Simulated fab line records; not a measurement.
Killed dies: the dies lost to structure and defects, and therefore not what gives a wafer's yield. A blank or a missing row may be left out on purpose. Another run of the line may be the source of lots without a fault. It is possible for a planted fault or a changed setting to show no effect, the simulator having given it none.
Chamber matching	flow nand_harc	NHARC_A_SLIT_DEP_23 on pecvd-01 has 3 sister chambers
The step deposits SiON, target thk 100 nm. 16 wafers are shown with their chamber, then 8 later ones without.

== WAFERS, EACH WITH ITS CHAMBER ==
wafer	chamber	heater_power_w (W)
L079.2	2	846
L079.5	2	867
L079.6	1	740
L082.1	2	815
L082.4	0	736
L082.5	2	841
L083.1	0	798
L083.2	1	689
L083.5	1	696
L085.1	2	871
L085.3	0	774
L085.6	0	772
L088.1	1	748
L088.4	2	852
L088.6	0	793
L090.1	2	895

SIGNATURES (means of the wafers above)
reading	chamber 0	chamber 1	chamber 2	scatter within a chamber
heater_power_w	774.60	718.25	855.29	26.3
Rule: a wafer lies at a distance from a chamber equal to the root of the sum of squares, over the readings, of (its reading less the chamber's mean, divided by the reading's scatter). The wafer belongs to the nearest chamber; if the next one is less than 2 further off, it can't be placed. The scatter: the root of (the sum of the squares of (reading less its chamber's mean) over the shown wafers, divided by (wafers less chambers)).

== WAFERS WITHOUT THEIR CHAMBER ==
wafer	heater_power_w (W)
L090.3	761
L090.6	754
L094.1	741
L094.3	807
L094.4	822
L097.2	747
L097.4	782
L097.5	798

== THE CHAMBER EACH PASSED THROUGH ==
wafer	from the rows above	in truth
L090.3	can't be placed: 0 or 1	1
L090.6	can't be placed: 0 or 1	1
L094.1	can't be placed: 1 or 0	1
L094.3	can't be placed: 0 or 2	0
L094.4	can't be placed: 2 or 0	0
L097.2	can't be placed: 0 or 1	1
L097.4	0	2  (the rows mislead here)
L097.5	can't be placed: 0 or 2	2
Correct placement for 0 of the 8. From these rows, 7 cannot be placed; in 7 the true chamber is one of the candidates. Wrongly placed: 1.
